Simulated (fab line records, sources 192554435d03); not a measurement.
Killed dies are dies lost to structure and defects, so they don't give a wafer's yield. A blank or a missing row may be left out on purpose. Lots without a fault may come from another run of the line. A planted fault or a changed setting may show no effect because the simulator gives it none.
Which tool did it? | flow n5_finfet | 14 lots, 42 wafers sampled, at 4 steps of a route of 1938

WHAT THE GAUGES READ, wafer by wafer
The record holds no reading of a measuring or inspecting step that can be judged against a usual standard deviation.

WHICH TOOL RAN EACH LOT (tool, then ch and the chambers of the sampled wafers, then the start)
lot  | N5_MOL_CONTACT_COAG_CVD_140   | N5_BEOL_M0_SAQP_PECVD_00        | N5_BEOL_M0_SAQP_PECVD_97        | N5_BEOL_M0_SAQP_EXPOSE_11
L252 | cvd_w-01 ch 0,1, day 5 06:33  | pecvd-01 ch 0,1, day 5 10:28    | pecvd-03 ch 0,2, day 5 10:56    | arfi_scanner-01 ch 0, day 5 11:28
L254 | cvd_w-01 ch 0,1, day 5 15:08  | pecvd-03 ch 0,1,2, day 5 19:08  | pecvd-02 ch 1,2, day 5 20:33    | arfi_scanner-02 ch 0, day 5 21:02
L255 | cvd_w-01 ch 0,1, day 5 23:34  | pecvd-02 ch 0,1,2, day 6 03:34  | pecvd-01 ch 0, day 6 05:13      | arfi_scanner-02 ch 0, day 6 05:38
L256 | cvd_w-01 ch 0,1, day 6 06:59  | pecvd-01 ch 0,1,2, day 6 11:00  | pecvd-03 ch 0,1, day 6 12:14    | arfi_scanner-01 ch 0, day 6 12:43
L257 | cvd_w-01 ch 0,1, day 6 11:07  | pecvd-01 ch 0,1,2, day 6 15:07  | pecvd-03 ch 0,1,2, day 6 17:38  | arfi_scanner-02 ch 0, day 6 18:08
L258 | cvd_w-02 ch 1, day 6 19:07    | pecvd-01 ch 0,2, day 6 23:07    | pecvd-03 ch 0,2, day 7 00:36    | arfi_scanner-01 ch 0, day 7 01:05
L259 | cvd_w-01 ch 0,1, day 7 01:26  | pecvd-02 ch 0,1,2, day 7 05:26  | pecvd-03 ch 0,1, day 7 07:04    | arfi_scanner-02, day 7 07:33
L260 | cvd_w-02 ch 0,1, day 7 09:11  | pecvd-02 ch 1,2, day 7 13:08    | pecvd-02 ch 1,2, day 7 13:32    | arfi_scanner-02, day 7 13:56
L261 | cvd_w-02 ch 0, day 7 11:07    | pecvd-01 ch 0,1, day 7 16:07    | pecvd-01 ch 0,2, day 7 18:19    | arfi_scanner-02 ch 0, day 7 18:42
L264 | cvd_w-02 ch 0,1, day 8 08:21  | pecvd-03 ch 1,2, day 8 12:22    | pecvd-03 ch 1,2, day 8 13:01    | arfi_scanner-01 ch 0, day 8 13:30
L269 | cvd_w-01 ch 0,1, day 9 11:04  | pecvd-03 ch 0,2, day 9 15:04    | pecvd-01 ch 0,1, day 9 16:44    | arfi_scanner-03 ch 0, day 9 17:17
L271 | cvd_w-01 ch 0,1, day 10 00:05 | pecvd-01 ch 0,1,2, day 10 04:06 | pecvd-03 ch 0,1,2, day 10 05:01 | arfi_scanner-01 ch 0, day 10 05:24
L272 | cvd_w-01 ch 0,1, day 10 06:17 | pecvd-03 ch 0,2, day 10 10:17   | pecvd-02 ch 0,1, day 10 12:20   | arfi_scanner-03 ch 0, day 10 12:53
L275 | cvd_w-02 ch 0,1, day 11 03:46 | pecvd-02 ch 0,1,2, day 11 07:45 | pecvd-01 ch 1,2, day 11 10:49   | arfi_scanner-03 ch 0, day 11 11:11
- N5_MOL_CONTACT_COAG_CVD_140: deposits W, target thk 66.5 nm, time 215 s.
- N5_BEOL_M0_SAQP_PECVD_00: deposits SiCN from 3MS/NH3, target thk 8 nm, time 14 s.
- N5_BEOL_M0_SAQP_PECVD_97: deposits SiNx from SiH4/NH3/N2, target thk 23 nm, time 19.9 s.
- N5_BEOL_M0_SAQP_EXPOSE_11: exposes mask M0 CORE, target cd 42 nm.

WHAT THE TOOLS THEMSELVES READ (means of the sampled wafers that have a number; where no wafer has one, the mark that the record gives instead)
N5_MOL_CONTACT_COAG_CVD_140. Usual: heater_power_w 459 W, standard deviation 34.
lot  | tool     | heater_power_w (W) | flag
L252 | cvd_w-01 | 436                |
L254 | cvd_w-01 | 429                |
L255 | cvd_w-01 | 436                |
L256 | cvd_w-01 | 437                |
L257 | cvd_w-01 | 438                |
L258 | cvd_w-02 | 478                |
L259 | cvd_w-01 | 440                |
L260 | cvd_w-02 | 516                |
L261 | cvd_w-02 | 521                |
L264 | cvd_w-02 | 495                |
L269 | cvd_w-01 | 441                |
L271 | cvd_w-01 | 447                |
L272 | cvd_w-01 | 442                |
L275 | cvd_w-02 | 509                |

N5_BEOL_M0_SAQP_PECVD_00. Usual: rf_fwd_power_W 199.2 W, standard deviation 1; showerhead_plenum_p_Torr 3.659 Torr, standard deviation 0.013; showerhead_vpp_V 868 V, standard deviation 37; throttle_valve_pct 9.03 %, standard deviation 0.29.
lot  | tool     | rf_fwd_power_W (W) | showerhead_plenum_p_Torr (Torr) | showerhead_vpp_V (V) | throttle_valve_pct (%) | flag
L252 | pecvd-01 | 199.3              | 3.646                           | 860                  | 8.83                   |
L254 | pecvd-03 | 198.8              | 3.667                           | 855                  | 8.88                   |
L255 | pecvd-02 | 199.3              | 3.667                           | 921                  | 9.12                   |
L256 | pecvd-01 | 199.9              | 3.648                           | 852                  | 9.06                   |
L257 | pecvd-01 | 199.3              | 3.650                           | 840                  | 9.10                   |
L258 | pecvd-01 | 199.6              | 3.655                           | 853                  | 9.02                   |
L259 | pecvd-02 | 198.7              | 3.667                           | 914                  | 9.09                   |
L260 | pecvd-02 | 199.3              | 3.668                           | 928                  | 9.21                   |
L261 | pecvd-01 | 199.5              | 3.647                           | 858                  | 8.76                   |
L264 | pecvd-03 | 199.8              | 3.670                           | 869                  | 8.94                   |
L269 | pecvd-03 | 197.8              | 3.675                           | 837                  | 9.20                   |
L271 | pecvd-01 | 199.2              | 3.648                           | 847                  | 9.01                   |
L272 | pecvd-03 | 198.1              | 3.676                           | 837                  | 9.31                   |
L275 | pecvd-02 | 199.0              | 3.670                           | 918                  | 8.65                   |

N5_BEOL_M0_SAQP_PECVD_97. Usual: heater_power_w 584 W, standard deviation 77; rf_fwd_power_W 297.0 W, standard deviation 1.4; showerhead_plenum_p_Torr 5.14 Torr, standard deviation 0.069; showerhead_vpp_V 1057 V, standard deviation 45; throttle_valve_pct 39.8 %, standard deviation 0.96.
lot  | tool     | heater_power_w (W) | rf_fwd_power_W (W) | showerhead_plenum_p_Torr (Torr) | showerhead_vpp_V (V) | throttle_valve_pct (%) | flag
L252 | pecvd-03 | 609                | 297.8              | 5.18                            | 1001                 | 39.7                   |
L254 | pecvd-02 | 473                | 297.7              | 5.17                            | 1123                 | 39.6                   |
L255 | pecvd-01 | 496                | 297.1              | 5.05                            | 1056                 | 38.3                   |
L256 | pecvd-03 | 606                | 296.0              | 5.17                            | 1085                 | 39.4                   |
L257 | pecvd-03 | 599                | 295.9              | 5.18                            | 1055                 | 39.7                   |
L258 | pecvd-03 | 629                | 297.7              | 5.18                            | 1026                 | 39.9                   |
L259 | pecvd-03 | 606                | 296.4              | 5.17                            | 1080                 | 39.2                   |
L260 | pecvd-02 | 460                | 296.0              | 5.17                            | 1129                 | 39.6                   |
L261 | pecvd-01 | 647                | 298.0              | 5.07                            | 1044                 | 39.7                   |
L264 | pecvd-03 | 636                | 298.4              | 5.16                            | 1077                 | 38.9                   |
L269 | pecvd-01 | 602                | 295.8              | 5.03                            | 1036                 | 39.6                   |
L271 | pecvd-03 | 634                | 296.9              | 5.18                            | 1048                 | 39.9                   |
L272 | pecvd-02 | 471                | 296.9              | 5.14                            | 1111                 | 40.2                   |
L275 | pecvd-01 | 677                | 297.3              | 5.04                            | 1044                 | 40.8                   |

N5_BEOL_M0_SAQP_EXPOSE_11. Usual: exposure_dose_mJ_cm2 54.97, standard deviation 0.057; reticle_temp_C 22.99 C, standard deviation 0.12; stage_vel_mm_s 499.99 mm/s, standard deviation 0.29.
lot  | tool            | exposure_dose_mJ_cm2 | reticle_temp_C (C) | stage_vel_mm_s (mm/s) | flag
L252 | arfi_scanner-01 | 54.96                | 23.09              | 499.99                |
L254 | arfi_scanner-02 | 55.03                | 22.90              | 500.10                |
L255 | arfi_scanner-02 | 55.01                | 22.98              | 500.32                |
L256 | arfi_scanner-01 | 54.93                | 22.91              | 500.40                |
L257 | arfi_scanner-02 | 54.99                | 23.09              | 500.15                |
L258 | arfi_scanner-01 | 54.95                | 22.93              | 500.24                |
L259 | arfi_scanner-02 | -                    | -                  | -                     | OFF
L260 | arfi_scanner-02 | -                    | -                  | -                     | OFF
L261 | arfi_scanner-02 | 54.98                | 22.83              | 500.05                |
L264 | arfi_scanner-01 | 55.00                | 22.99              | 499.81                |
L269 | arfi_scanner-03 | 54.95                | 23.04              | 499.97                |
L271 | arfi_scanner-01 | 54.92                | 22.99              | 499.88                |
L272 | arfi_scanner-03 | 54.97                | 22.85              | 499.84                |
L275 | arfi_scanner-03 | 55.04                | 23.08              | 500.24                |

THE ANSWER, worked out from the rows above alone
Rule: a lot is off if the mean of its wafers that have a number lies more than 3 standard deviations from the usual mean. A lot without any number at a reading at which 4 lots or more have one is off too. The other lots that the step has rows for count as sound. The gauges are gone through in route order, then the tools' own readings, and for those a lot's mean is taken as printed above. The first step at which some lot is off is used, and at that step the reading that is off furthest; a lot without a number counts as furthest.
Off: L259, L260, at N5_BEOL_M0_SAQP_EXPOSE_11 (exposure_dose_mJ_cm2). Without a number there: L259, L260.
A tool fits if, at that step or a process step before it, it ran every lot that is off, and no sound lot after the first of them. None of those tried fits.

WHAT THE SIMULATOR HAD PUT IN
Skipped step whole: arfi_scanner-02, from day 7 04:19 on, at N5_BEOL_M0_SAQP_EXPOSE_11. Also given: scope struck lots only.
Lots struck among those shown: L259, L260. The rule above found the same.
